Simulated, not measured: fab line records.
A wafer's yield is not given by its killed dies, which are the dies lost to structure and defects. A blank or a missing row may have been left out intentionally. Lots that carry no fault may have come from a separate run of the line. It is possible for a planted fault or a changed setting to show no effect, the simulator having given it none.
Matching of chambers || flow nand_harc || NHARC_A_STAIRCASE_ETCH_169 on rie_diel-04: 4 sister chambers
The step etches the open film in CH3F/O2, target depth 50 nm, time 107.1 s. 4 wafers are shown with their chamber, then 11 later ones without.

== WAFERS PAIRED WITH THEIR CHAMBERS ==
{"wafer": "L083.3", "chamber": 1, "drypump_motor_current_A (A)": 5.4}
{"wafer": "L088.1", "chamber": 3, "drypump_motor_current_A (A)": 5.1}
{"wafer": "L086.5", "chamber": 0, "drypump_motor_current_A (A)": 6.4}
{"wafer": "L090.1", "chamber": 2, "drypump_motor_current_A (A)": 6.4}

== WAFERS WHOSE CHAMBER IS MISSING ==
{"wafer": "L090.2", "drypump_motor_current_A (A)": 5.4}
{"wafer": "L090.6", "drypump_motor_current_A (A)": 6.4}
{"wafer": "L092.1", "drypump_motor_current_A (A)": 5.1}
{"wafer": "L092.2", "drypump_motor_current_A (A)": 6.4}
{"wafer": "L092.6", "drypump_motor_current_A (A)": 5.1}
{"wafer": "L093.1", "drypump_motor_current_A (A)": 6.5}
{"wafer": "L093.2", "drypump_motor_current_A (A)": 5.1}
{"wafer": "L093.6", "drypump_motor_current_A (A)": 5.4}
{"wafer": "L096.1", "drypump_motor_current_A (A)": 6.4}
{"wafer": "L096.4", "drypump_motor_current_A (A)": 6.4}
{"wafer": "L096.5", "drypump_motor_current_A (A)": 6.4}

== WHICH CHAMBER EACH ONE RAN IN ==
{"wafer": "L090.2", "from the rows above": 1, "in truth": 1}
{"wafer": "L090.6", "from the rows above": "can't be placed: 0 or 2", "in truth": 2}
{"wafer": "L092.1", "from the rows above": 3, "in truth": 3}
{"wafer": "L092.2", "from the rows above": "can't be placed: 0 or 2", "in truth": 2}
{"wafer": "L092.6", "from the rows above": 3, "in truth": 3}
{"wafer": "L093.1", "from the rows above": "can't be placed: 0 or 2", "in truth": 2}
{"wafer": "L093.2", "from the rows above": 3, "in truth": 3}
{"wafer": "L093.6", "from the rows above": 1, "in truth": 1}
{"wafer": "L096.1", "from the rows above": "can't be placed: 0 or 2", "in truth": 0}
{"wafer": "L096.4", "from the rows above": "can't be placed: 0 or 2", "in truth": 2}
{"wafer": "L096.5", "from the rows above": "can't be placed: 0 or 2", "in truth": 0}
Correct placement for 5 of the 11. Can't be placed from these rows: 6 (the true chamber is among the candidates in 6). Wrongly placed: 0.
How it was worked out, from the rows above alone: a wafer's distance from a chamber is the root of the sum, over the readings, of the square of ((its reading less the chamber's mean) divided by the reading's scatter). If the next closest chamber is less than 2 further off than the closest, the wafer can't be placed; otherwise it belongs to the closest. Each chamber's mean is taken over the wafers shown for it. The scatter: root of mean squared gap, hidden wafer to nearest shown wafer, with one shown wafer a chamber.
